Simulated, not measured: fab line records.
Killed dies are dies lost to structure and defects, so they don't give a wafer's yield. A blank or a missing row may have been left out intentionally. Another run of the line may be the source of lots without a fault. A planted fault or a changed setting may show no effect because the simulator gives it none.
fab line records | flow n5-finfet
record lots=5 | wafers=15 | last-day=18
route steps=1938 shown HKMG_FIN@440 BEOL_M4@1111
lots with no fault: from the same line, run without faults
start-h: hours from the record's opening day to when the first of the lot's shown wafers began | wait-h: how many hours have passed since the lot's step before this one | " as in the row above | L1.1+2: a row that stands for several wafers | - value missing, or start not given | * or withheld: withheld | < > ~ a bound
route shown NAME@n: a module of which the file shows steps, and the number in the route of the first | usual: mean and standard deviation over wafers with no fault | same: alike in all rows | chamber/n: place in a boat | sites: readings site by site | _std_site: standard deviation across them | _edge_site: inner sites' mean taken away from outer sites' mean | radius-mm: for every site, how far away it sits from the centre of the wafer | mask NAME#n: copy n | behind: the last tool/chamber to shape the wafer | hold: why the lot was held/for how many hours/how that ended | device: whichever transistor did not switch (one of n, p or np) | end of line: tests run on the same wafers once the route is complete | for a step that has no rows: nothing shown but its recipe | killed: dies that structure and defects cost at the first sort, which is not the same as the wafer's yield | map: a wafer's dies, marking killed ones x, the rest . and places with no die _
set.NAME: setting as actually run; set.NAME@STEP: the setting as run at that earlier step | model.NAME: the simulator's own value behind a step, which no gauge read
a table for each step, a row for each wafer; lots at some steps of the route
services: a tool's chamber out of use, with start hour (start-h, from the record's first day; less than 0 if before it), hours out, and reason
## steps
# step N5_HKMG_FIN_WET_ETCH_18
# recipe chemistry=SC1 | target=TiN | mix=1:1:5 | temp-c=* | time-s=55 | target-depth-nm=5.2 | dry=ipa-marangoni | rinse-time-s=30 | rinse-temp-c=23
# step N5_HKMG_FIN_STRIP_19
# recipe chemistry=N2/H2 | power-w=2500 | temp-c=300 | h2-frac=0.65 | time-s=360 | pressure-mtorr=withheld | n2-flow-sccm=1750 | h2-flow-sccm=3250
# usual drypump-motor-current-A=5.6/0.3 | heater-power-w=484/52
lot.wafer | tool            | chamber | start-h | wait-h | drypump-motor-current-A | heater-power-w | rf-hours-counter-h
L204.1    | plasma-asher-01 | 1       | 115.55  | 0.0    | 6.0                     | 477            | 91
L204.5    | "               | 0       | "       | "      | 5.2                     | 574            | -
L204.6    | "               | 1       | "       | "      | 6.0                     | 477            | -
L206.1    | plasma-asher-01 | 0       | 127.36  | 0.0    | 5.2                     | 579            | 94
L206.4    | "               | 1       | "       | "      | 6.0                     | 464            | -
L206.5    | "               | 1       | "       | "      | 6.0                     | 473            | -
L217.2    | plasma-asher-02 | 1       | 193.81  | 0.0    | 5.9                     | 490            | 61
L217.5    | "               | 1       | "       | "      | 5.9                     | 477            | -
L217.6    | "               | 0       | "       | "      | 5.4                     | 409            | -
L219.1    | plasma-asher-01 | 1       | 202.79  | 0.0    | 6.0                     | 473            | 107
L219.3    | "               | 0       | "       | "      | 5.2                     | 570            | -
L219.6    | "               | 0       | "       | "      | 5.2                     | 567            | -
L218.2    | plasma-asher-01 | 0       | 203.75  | 0.0    | 5.2                     | 581            | 108
L218.4    | "               | 0       | "       | "      | 5.2                     | 567            | -
L218.5    | "               | 1       | "       | "      | 6.0                     | 456            | -
# step N5_HKMG_FIN_ALD_91
# recipe material=TiN | target-thk-a=10 | temp-c=400 | ald-precursor-family=TiCl4 | ald-co-reactant=NH3 | pulse-time-s=1 | purge-time-s=3 | co-reactant-purge-time-s=2 | co-reactant-pulse-time-s=2 | ald-cycles=47 | pressure-torr=3
# usual heater-power-w=844/91 | precursor-pulse-height-rel=1.001/0.019
# same pulse-time-s=1
lot.wafer | tool         | chamber | start-h | wait-h | heater-power-w | precursor-pulse-height-rel
L204.1    | ald-metal-03 | 1       | 115.93  | 0.3    | 933            | 1.018
L204.5    | "            | 1       | "       | "      | 965            | 1.045
L204.6    | "            | 2       | "       | "      | 930            | 0.969
L206.1    | ald-metal-02 | 2       | 127.75  | 0.3    | 817            | 1.016
L206.4    | "            | 0       | "       | "      | 744            | 1.043
L206.5    | "            | 1       | "       | "      | 982            | 1.004
L217.2    | ald-metal-01 | 2       | 194.19  | 0.3    | 718            | 0.987
L217.5    | "            | 3       | "       | "      | 798            | 0.990
L217.6    | "            | 0       | "       | "      | 890            | 1.004
L219.1    | ald-metal-03 | 0       | 203.18  | 0.3    | 810            | 0.981
L219.3    | "            | 1       | "       | "      | 933            | 0.992
L219.6    | "            | 2       | "       | "      | 912            | 1.024
L218.2    | ald-metal-02 | 0       | 204.13  | 0.3    | 754            | 1.026
L218.4    | "            | 1       | "       | "      | 965            | 0.992
L218.5    | "            | 3       | "       | "      | 972            | 0.978
# step N5_HKMG_FIN_COAT_85
# recipe resist=SOC | temp-c=250 | time-s=60 | spin-rpm=1500 | resist-thk-nm=300
# step N5_HKMG_FIN_ETCH_86
# recipe chemistry=N2/H2 | target=SOC | target-depth-a=3932 | stop-on=TiN | ion-energy-ev=100 | bias-w=61 | pressure-mtorr=30 | source-w=850 | n2-flow-sccm=200 | h2-flow-sccm=200
# usual bias-w=61.01/0.19 | drypump-motor-current-A=5.7/0.46 | oes-product-au=0.74/0.058 | rf-vpp-V=240.4/1.7 | showerhead-plenum-p-Torr=2.52/0.097 | throttle-valve-pct=17.89/0.22
lot.wafer | tool        | chamber | start-h | wait-h | bias-w | drypump-motor-current-A | oes-product-au | rf-hours-counter-h | rf-vpp-V | showerhead-plenum-p-Torr | throttle-valve-pct
L204.1    | rie-diel-05 | 0       | 116.27  | -      | 61.26  | 5.3                     | 0.78           | 131                | 238.1    | 2.36                     | 18.15
L204.5    | "           | 3       | "       | "      | 60.97  | 5.1                     | 0.74           | -                  | 240.0    | 2.51                     | 17.71
L204.6    | "           | 0       | "       | "      | 61.43  | 5.3                     | 0.77           | -                  | 239.1    | 2.36                     | 18.14
L206.1    | rie-diel-01 | 0       | 128.09  | -      | 61.01  | 5.5                     | 0.82           | 62                 | 240.5    | 2.58                     | 17.57
L206.4    | "           | 2       | "       | "      | 60.85  | 6.4                     | 0.69           | 211                | 241.5    | 2.62                     | 17.69
L206.5    | "           | 2       | "       | "      | 61.11  | 6.4                     | 0.69           | -                  | 243.8    | 2.62                     | 17.69
L217.2    | rie-diel-05 | 0       | 194.53  | -      | 60.94  | 5.3                     | 0.75           | 161                | 238.1    | 2.35                     | 18.20
L217.5    | "           | 3       | "       | "      | 60.93  | 5.2                     | 0.71           | -                  | 240.0    | 2.50                     | 17.74
L217.6    | "           | 0       | "       | "      | 60.77  | 5.3                     | 0.74           | -                  | 237.5    | 2.35                     | 18.20
L219.1    | rie-diel-01 | 1       | 203.54  | -      | 61.09  | 6.1                     | 0.71           | 204                | 239.3    | 2.53                     | 18.14
L219.3    | "           | 3       | "       | "      | 61.06  | 5.3                     | 0.70           | 226                | 240.7    | 2.53                     | 17.85
L219.6    | "           | 2       | "       | "      | 61.05  | 6.4                     | 0.67           | -                  | 240.3    | 2.61                     | 17.73
L218.2    | rie-diel-01 | 3       | 204.47  | -      | 60.98  | 5.3                     | 0.70           | 227                | 241.0    | 2.53                     | 17.86
L218.4    | "           | 1       | "       | "      | 60.93  | 6.1                     | 0.70           | 205                | 239.6    | 2.53                     | 18.16
L218.5    | "           | 1       | "       | "      | 60.93  | 6.1                     | 0.70           | -                  | 242.5    | 2.53                     | 18.16
# step N5_HKMG_FIN_STRIP_89
# recipe chemistry=N2/H2 | material=SOC | time-s=20 | power-w=500 | temp-c=40 | pressure-mtorr=50 | rf-frequency-hz=6e+07 | bias-power-w=8 | h2-frac=0.5 | n2-flow-sccm=300 | h2-flow-sccm=300
# usual drypump-motor-current-A=5.7/0.45 | oes-product-au=0.74/0.058 | power-w=499.9/1.5 | rf-vpp-V=54.1/0.93 | showerhead-plenum-p-Torr=3.33/0.12 | throttle-valve-pct=19.0/0.35
lot.wafer | tool        | chamber | start-h | wait-h | drypump-motor-current-A | oes-product-au | power-w | rf-hours-counter-h | rf-vpp-V | showerhead-plenum-p-Torr | throttle-valve-pct
L204.1    | rie-diel-05 | 0       | 116.33  | 0.0    | 5.3                     | 0.77           | 501.1   | 132                | 53.8     | 3.13                     | 19.4
L204.5    | "           | 3       | "       | "      | 5.1                     | 0.75           | 497.9   | -                  | 54.5     | 3.31                     | 18.9
L204.6    | "           | 0       | "       | "      | 5.3                     | 0.76           | 499.2   | -                  | 53.3     | 3.13                     | 19.4
L206.1    | rie-diel-01 | 0       | 128.15  | 0.0    | 5.5                     | 0.82           | 501.7   | 62                 | 55.5     | 3.40                     | 18.7
L206.4    | "           | 2       | "       | "      | 6.4                     | 0.71           | 500.5   | 211                | 53.9     | 3.45                     | 18.6
L206.5    | "           | 2       | "       | "      | 6.4                     | 0.70           | 501.1   | -                  | 54.3     | 3.45                     | 18.5
L217.2    | rie-diel-05 | 0       | 194.59  | 0.0    | 5.3                     | 0.75           | 500.2   | 161                | 53.6     | 3.11                     | 19.4
L217.5    | "           | 3       | "       | "      | 5.1                     | 0.72           | 497.8   | -                  | 55.1     | 3.30                     | 18.9
L217.6    | "           | 0       | "       | "      | 5.3                     | 0.75           | 499.6   | -                  | 54.5     | 3.11                     | 19.4
L219.1    | rie-diel-01 | 1       | 203.60  | 0.0    | 6.1                     | 0.70           | 499.8   | 204                | 54.3     | 3.35                     | 19.4
L219.3    | "           | 3       | "       | "      | 5.3                     | 0.71           | 500.6   | 226                | 54.7     | 3.34                     | 18.9
L219.6    | "           | 2       | "       | "      | 6.4                     | 0.68           | 498.9   | -                  | 56.0     | 3.44                     | 18.6
L218.2    | rie-diel-01 | 3       | 204.53  | 0.0    | 5.3                     | 0.71           | 498.2   | 227                | 53.7     | 3.34                     | 18.9
L218.4    | "           | 1       | "       | "      | 6.1                     | 0.70           | 499.1   | 205                | 54.2     | 3.35                     | 19.5
L218.5    | "           | 1       | "       | "      | 6.1                     | 0.70           | 500.5   | -                  | 53.9     | 3.35                     | 19.4
# step N5_HKMG_FIN_WET_ETCH_87
# recipe chemistry=SC1 | target=TiN | mix=1:2:40 | temp-c=50 | time-s=154.2 | target-depth-nm=4.7 | dry=ipa-marangoni | rinse-time-s=30 | rinse-temp-c=23
# step N5_HKMG_FIN_STRIP_88
# recipe chemistry=N2/H2 | power-w=2500 | temp-c=300 | h2-frac=0.65 | time-s=360 | pressure-mtorr=withheld | n2-flow-sccm=1750 | h2-flow-sccm=3250
# step N5_HKMG_FIN_NWFM_ALD_20
# recipe material=TiAlC | target-thk-a=20 | temp-c=300 | ald-precursor-family=TiCl4 | ald-co-reactant=TEA | pulse-time-s=3 | purge-time-s=2 | co-reactant-purge-time-s=2 | co-reactant-pulse-time-s=10 | ald-cycles=7 | pressure-torr=3
# step N5_HKMG_FIN_ALD_71
# recipe material=TiN | target-thk-a=10 | temp-c=400 | ald-precursor-family=TiCl4 | ald-co-reactant=NH3 | pulse-time-s=1 | purge-time-s=3 | co-reactant-purge-time-s=2 | co-reactant-pulse-time-s=2 | ald-cycles=47 | pressure-torr=3
# step N5_HKMG_FIN_COAT_66
# recipe resist=SOC | temp-c=250 | time-s=60 | spin-rpm=1500 | resist-thk-nm=300
# step N5_HKMG_FIN_ETCH_67
# recipe chemistry=N2/H2 | target=SOC | target-depth-a=3889 | stop-on=TiN | ion-energy-ev=100 | bias-w=61 | pressure-mtorr=30 | source-w=850 | n2-flow-sccm=200 | h2-flow-sccm=200
# usual bias-w=61.01/0.18 | drypump-motor-current-A=5.8/0.45 | oes-product-au=0.74/0.059 | rf-vpp-V=240.6/1.5 | showerhead-plenum-p-Torr=2.54/0.099 | throttle-valve-pct=17.91/0.23
lot.wafer | tool        | chamber | start-h | wait-h | bias-w | drypump-motor-current-A | oes-product-au | rf-hours-counter-h | rf-vpp-V | showerhead-plenum-p-Torr | throttle-valve-pct
L204.1    | rie-diel-06 | 3       | 117.53  | -      | 60.80  | 5.7                     | 0.79           | 109                | 241.9    | 2.65                     | 17.62
L204.5    | "           | 1       | "       | "      | 61.13  | 5.8                     | 0.73           | -                  | 240.4    | 2.53                     | 18.26
L204.6    | "           | 0       | "       | "      | 60.70  | 6.0                     | 0.77           | -                  | 242.9    | 2.66                     | 17.84
L206.1    | rie-diel-05 | 3       | 129.16  | -      | 60.86  | 5.1                     | 0.73           | 184                | 240.3    | 2.51                     | 17.72
L206.4    | "           | 0       | "       | "      | 60.87  | 5.3                     | 0.77           | 136                | 238.9    | 2.36                     | 18.16
L206.5    | "           | 3       | "       | "      | 60.93  | 5.1                     | 0.73           | -                  | 239.3    | 2.51                     | 17.72
L217.2    | rie-diel-05 | 1       | 195.64  | -      | 61.21  | 6.6                     | 0.94           | 16                 | 244.8    | 2.73                     | 17.95
L217.5    | "           | 1       | "       | "      | 61.23  | 6.6                     | 0.94           | -                  | 242.1    | 2.73                     | 17.96
L217.6    | "           | 0       | "       | "      | 60.83  | 5.3                     | 0.75           | -                  | 239.9    | 2.35                     | 18.19
L219.1    | rie-diel-01 | 3       | 204.65  | -      | 60.75  | 5.3                     | 0.70           | 227                | 240.2    | 2.53                     | 17.86
L219.3    | "           | 1       | "       | "      | 61.11  | 6.1                     | 0.70           | 205                | 240.8    | 2.53                     | 18.16
L219.6    | "           | 2       | "       | "      | 60.56  | 6.4                     | 0.67           | -                  | 240.8    | 2.61                     | 17.73
L218.2    | rie-diel-06 | 3       | 205.79  | -      | 61.06  | 5.7                     | 0.77           | 138                | 242.8    | 2.63                     | 17.68
L218.4    | "           | 0       | "       | "      | 61.20  | 6.0                     | 0.75           | 153                | 241.8    | 2.65                     | 17.90
L218.5    | "           | 2       | "       | "      | 61.26  | 5.6                     | 0.69           | -                  | 239.5    | 2.41                     | 17.90
# step N5_HKMG_FIN_STRIP_90
# recipe chemistry=N2/H2 | material=SOC | time-s=20 | power-w=500 | temp-c=40 | pressure-mtorr=50 | rf-frequency-hz=6e+07 | bias-power-w=8 | h2-frac=0.5 | n2-flow-sccm=300 | h2-flow-sccm=300
# usual drypump-motor-current-A=5.8/0.45 | oes-product-au=0.75/0.06 | power-w=499.9/1.4 | rf-vpp-V=54.2/0.78 | showerhead-plenum-p-Torr=3.35/0.13 | throttle-valve-pct=19.1/0.38
lot.wafer | tool        | chamber | start-h | wait-h | drypump-motor-current-A | oes-product-au | power-w | rf-hours-counter-h | rf-vpp-V | showerhead-plenum-p-Torr | throttle-valve-pct
L204.1    | rie-diel-06 | 3       | 117.59  | 0.0    | 5.7                     | 0.81           | 500.2   | 110                | 54.1     | 3.49                     | 18.5
L204.5    | "           | 1       | "       | "      | 5.8                     | 0.74           | 500.2   | -                  | 53.8     | 3.34                     | 19.8
L204.6    | "           | 0       | "       | "      | 6.0                     | 0.78           | 501.3   | -                  | 53.1     | 3.51                     | 19.2
L206.1    | rie-diel-05 | 3       | 129.22  | 0.0    | 5.2                     | 0.73           | 499.8   | 184                | 53.4     | 3.31                     | 18.9
L206.4    | "           | 0       | "       | "      | 5.3                     | 0.73           | 453.8   | 136                | 54.4     | 3.13                     | 19.4
L206.5    | "           | 3       | "       | "      | 5.2                     | 0.74           | 497.2   | -                  | 53.4     | 3.31                     | 18.9
L217.2    | rie-diel-05 | 1       | 195.70  | 0.0    | 6.6                     | 0.95           | 503.1   | 16                 | 54.5     | 3.60                     | 19.2
L217.5    | "           | 1       | "       | "      | 6.6                     | 0.95           | 499.8   | -                  | 53.5     | 3.60                     | 19.2
L217.6    | "           | 0       | "       | "      | 5.3                     | 0.75           | 500.9   | -                  | 54.7     | 3.11                     | 19.4
L219.1    | rie-diel-01 | 3       | 204.71  | 0.0    | 5.3                     | 0.71           | 500.7   | 227                | 53.4     | 3.34                     | 18.9
L219.3    | "           | 1       | "       | "      | 6.1                     | 0.70           | 500.1   | 205                | 52.8     | 3.35                     | 19.4
L219.6    | "           | 2       | "       | "      | 6.4                     | 0.68           | 496.9   | -                  | 55.5     | 3.44                     | 18.6
L218.2    | rie-diel-06 | 3       | 205.85  | 0.0    | 5.8                     | 0.77           | 499.5   | 138                | 54.4     | 3.48                     | 18.5
L218.4    | "           | 0       | "       | "      | 6.0                     | 0.75           | 499.9   | 153                | 54.4     | 3.49                     | 19.2
L218.5    | "           | 2       | "       | "      | 5.6                     | 0.70           | 501.5   | -                  | 53.1     | 3.19                     | 19.2
# step N5_HKMG_FIN_WET_ETCH_73
# recipe chemistry=SC1 | mix=1:2:40 | temp-c=50 | time-s=42.3 | target-depth-nm=1.3 | dry=ipa-marangoni | rinse-time-s=30 | rinse-temp-c=23
# step N5_BEOL_M4_RC_MEAS_101
# usual DIBL_N=35.9/1.4 | DIBL_P=35.9/1.7 | IOFF_N=0.160/0.026 | IOFF_P=0.21/0.036 | ION_N=672/11 | ION_P=461/8.1 | SS_N=71.4/0.54 | SS_P=73.2/0.67 | VT_N=249.3/2.7 | VT_P=-250/3.9
lot.wafer | tool      | chamber | start-h | wait-h | DIBL_N[mV/V] | DIBL_P[mV/V] | IOFF_N[nA/um] | IOFF_P[nA/um] | ION_N[uA/um] | ION_P[uA/um] | SS_N[mV/dec] | SS_P[mV/dec] | VT_N[mV] | VT_P[mV]
L204.1    | prober-01 | 0       | 197.43  | 0.0    | 35.6         | 36.0         | 0.145         | 0.20          | 664          | 454          | 71.7         | 72.9         | 250.9    | -252
L204.5    | "         | 0       | "       | "      | 33.9         | 35.2         | 0.126         | 0.19          | 665          | 459          | 70.2         | 73.1         | 252.5    | -250
L204.6    | "         | 0       | "       | "      | 35.0         | 35.5         | 0.149         | 0.19          | 662          | 459          | 71.4         | 72.1         | 251.5    | -251
L206.1    | prober-02 | 0       | 222.54  | 0.0    | 36.5         | 37.2         | 0.165         | 0.20          | 676          | 456          | 71.3         | 73.7         | 249.1    | -252
L206.4    | "         | 0       | "       | "      | 36.6         | 37.3         | 0.167         | 0.19          | 679          | 461          | 71.5         | 73.8         | 248.0    | -256
L206.5    | "         | 0       | "       | "      | 36.2         | 37.1         | 0.164         | 0.19          | 683          | 459          | 70.6         | 73.5         | 249.2    | -253
L217.2    | prober-01 | 0       | 288.54  | 0.2    | 36.4         | 36.7         | 0.167         | 0.25          | 660          | 463          | 72.0         | 73.4         | 248.3    | -246
L217.5    | "         | 0       | "       | "      | 35.1         | 35.9         | 0.154         | 0.23          | 675          | 472          | 71.9         | 73.7         | 248.9    | -247
L217.6    | "         | 0       | "       | "      | 33.6         | 32.9         | 0.123         | 0.20          | 657          | 461          | 71.4         | 72.8         | 251.9    | -250
L219.1    | prober-02 | 0       | 291.59  | 0.0    | 37.4         | 37.5         | 0.186         | 0.24          | 686          | 467          | 71.7         | 73.2         | 244.6    | -249
L219.3    | "         | 0       | "       | "      | 36.3         | 35.5         | 0.146         | 0.21          | 669          | 461          | 71.2         | 72.5         | 250.1    | -248
L219.6    | "         | 0       | "       | "      | 37.3         | 36.0         | 0.164         | 0.21          | 661          | 456          | 71.2         | 73.2         | 250.7    | -252
L218.2    | prober-02 | 0       | 309.51  | 0.2    | 36.5         | 34.8         | 0.142         | 0.16          | 669          | 456          | 71.0         | 73.1         | 250.3    | -257
L218.4    | "         | 0       | "       | "      | 36.6         | 35.4         | 0.139         | 0.16          | 658          | 447          | 71.4         | 73.3         | 253.1    | -257
L218.5    | "         | 0       | "       | "      | 35.4         | 33.4         | 0.124         | 0.14          | 665          | 448          | 70.8         | 72.6         | 252.1    | -257
## services
tool         | chamber | start-h | hours | kind
ald-metal-02 | 1       | 109.06  | 5.2   | repair
ald-metal-01 | -       | 109.58  | 6.0   | pm
ald-metal-03 | -       | 119.73  | 7.3   | repair
ald-metal-02 | -       | 128.34  | 8.7   | pm
rie-diel-06  | 2       | 130.51  | 8.3   | repair
rie-diel-05  | 1       | 139.24  | -     | clean
rie-diel-05  | 1       | 139.24  | -     | consumable-replace:focus-ring
rie-diel-05  | 1       | 139.24  | -     | consumable-replace:showerhead
rie-diel-05  | 1       | 139.24  | 12.1  | scheduled-down
rie-diel-05  | 1       | 139.24  | 12.1  | vent-cycle
ald-metal-02 | -       | 155.10  | 2.8   | pm
rie-diel-06  | 3       | 159.99  | 6.8   | repair
ald-metal-01 | -       | 197.32  | 8.7   | pm
rie-diel-05  | 2       | 204.27  | -     | clean
rie-diel-05  | 2       | 204.27  | -     | consumable-replace:focus-ring
rie-diel-05  | 2       | 204.27  | -     | consumable-replace:showerhead
rie-diel-05  | 2       | 204.27  | 26.8  | scheduled-down
rie-diel-05  | 2       | 204.27  | 26.8  | vent-cycle
## key
first-sign step=N5_HKMG_FIN_STRIP_90 | reading=power-w | direction=down | sigmas=34 | usual=* | struck=*
effect none on later readings
met-at N5_HKMG_FIN_STRIP_90
struck-wafers L206.4
fault kind=process-parameter-drift | tool=rie-diel-05 | chamber=0 | onset-h=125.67 | steps=N5_HKMG_FIN_STRIP_90 | channel=power-w | offset=* | shape=step | end-h=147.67 | acts-in=* | stated=*
